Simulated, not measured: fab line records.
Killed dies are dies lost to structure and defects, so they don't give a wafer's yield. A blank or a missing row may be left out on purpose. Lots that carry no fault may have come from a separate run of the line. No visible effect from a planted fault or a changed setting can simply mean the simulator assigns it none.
A struck lot beside a sound one :: flow n5-finfet :: 18 out of 1938 route steps
Sound: the wafers L899.2, L899.3, L899.4. Struck: wafer L894.1 (left out: L894.2, a lot-mate that was not struck); the cause follows at the end.
For every step that has rows: the tool of each side, followed by ch and its chambers, followed by its first start. Under that, the readings that differ: sound wafers :: struck wafers :: difference of the means :: sigmas: that difference in standard deviations of wafers without a fault.
alike: words and numbers the same on both sides, and readings whose means are apart by under 2 such deviations; not compared: readings that were withheld, readings missing a value for some wafer, numbers with overlapping values and no deviation given by the record, and bounds like >300 which may hide the same value.
Wherever a step has rows on one side only, a row that says differs or no value, or a row with sigmas, the two part there. Non-overlapping numbers with no deviation appear without sigmas and do not part them. A reading that every wafer of one side lacks parts them only if that side has two wafers or more.

first, 3 steps without rows for these wafers: N5_HKMG_FIN_WET_ETCH_65 (etches a-Si in TMAH, stops on TiN, time 49 s, target depth 3 nm); N5_HKMG_FIN_WET_ETCH_81 (etches TiN in SC1, stops on HfO2, time 57 s, target depth 6 nm); N5_HKMG_FIN_WET_ETCH_82 (etches La2O3 in dHCl, stops on HfO2, target depth 2 nm, rinse time 30 s).
N5_HKMG_FIN_ALD_36: deposits TiN, target thk 1 nm, pulse time 1 s, purge time 3 s.
  sound on ald-metal-04 ch 0,2,3, day 7 17:49; struck on ald-metal-02 ch 2, day 6 12:55
  alike: heater-power-w, precursor-pulse-height-rel
N5_HKMG_FIN_THK_MEAS_70: measures by xrf.
  sound on film-metro-02, day 7 18:06; struck on film-metro-01, day 6 13:12
  alike: HK_THK
N5_HKMG_FIN_PWFM_ALD_03: deposits TiN, target thk 2 nm, pulse time 1 s, purge time 3 s.
  sound on ald-metal-04 ch 0,1,2, day 7 18:08; struck on ald-metal-04 ch 2, day 6 13:14
  alike: heater-power-w, precursor-pulse-height-rel
then, 6 steps without rows for these wafers: N5_HKMG_FIN_COAT_29 (time 60 s, resist thk 300 nm); N5_HKMG_FIN_COAT_30 (time 60 s, resist thk 35 nm); N5_HKMG_FIN_COAT_06 (resist thk 90 nm); N5_HKMG_FIN_EBR_08; N5_HKMG_FIN_SOFTBAKE_07 (time 60 s); N5_HKMG_FIN_EXPOSE_09 (exposes mask NWFM).
N5_HKMG_FIN_PEB_10: peb time 60 s.
  sound on litho-track-02 ch 0, day 7 18:54; struck on litho-track-04 ch 0, day 6 14:01
then, 1 step without rows for these wafers: N5_HKMG_FIN_DEVELOP_11 (develop time 30 s).
N5_HKMG_FIN_CD_MEAS_12 targets a cd of 92.8 nm.
  sound on cd-sem-03 ch 0, day 7 18:58; struck on cd-sem-03 ch 0, day 6 14:05
reading: cd-nm (nm)
sound: 92.7 92.8 93.1
struck: 96.9
difference: +4.0
sigmas: +7
N5_HKMG_FIN_OVL_MEAS_13:
  sound on overlay-01 ch 0, day 7 19:00; struck on overlay-02 ch 0, day 6 14:07
  alike: NWFM_OVL
-- the record jumps here: 4 days lie between the struck wafers' starts before and after (it left off in module HKMG_FIN and takes up again in module BEOL_M4, whose first step shown is number 1111 of the route) --
N5_BEOL_M4_RC_MEAS_101:
  sound on prober-02 ch 0, day 11 18:33; struck on prober-01 ch 0, day 10 08:58
  alike: DIBL_N, DIBL_P, IOFF_N, IOFF_P, ION_N, ION_P, SS_N, SS_P, VT_N, VT_P
-- the record jumps here: 4 days lie between the struck wafers' starts before and after (it left off in module BEOL_M4 and takes up again in module PASSIVATION, whose first step shown is number 1936 of the route) --
N5_PASSIVATION_PROBE_49:
  sound on prober-02, day 16 00:17; struck on prober-02, day 14 16:04
reading: killed_at_M4_up
sound: 9 15 8
struck: 22
difference: +11
sigmas: +2
  alike: defect-limited-yield, killed_at_M0_to_M3, killed-at-contacts, killed-at-front-end, killed-at-other, killed-dies, killed-open, killed-short, sort_bin_5_function, sort_bin_6_memory, sort-n-pass, sort-yield-pct

== WHERE THEY PART ==
Earliest at N5_HKMG_FIN_CD_MEAS_12; latest, in this record, at N5_PASSIVATION_PROBE_49.

WHY: the cause the simulator had injected
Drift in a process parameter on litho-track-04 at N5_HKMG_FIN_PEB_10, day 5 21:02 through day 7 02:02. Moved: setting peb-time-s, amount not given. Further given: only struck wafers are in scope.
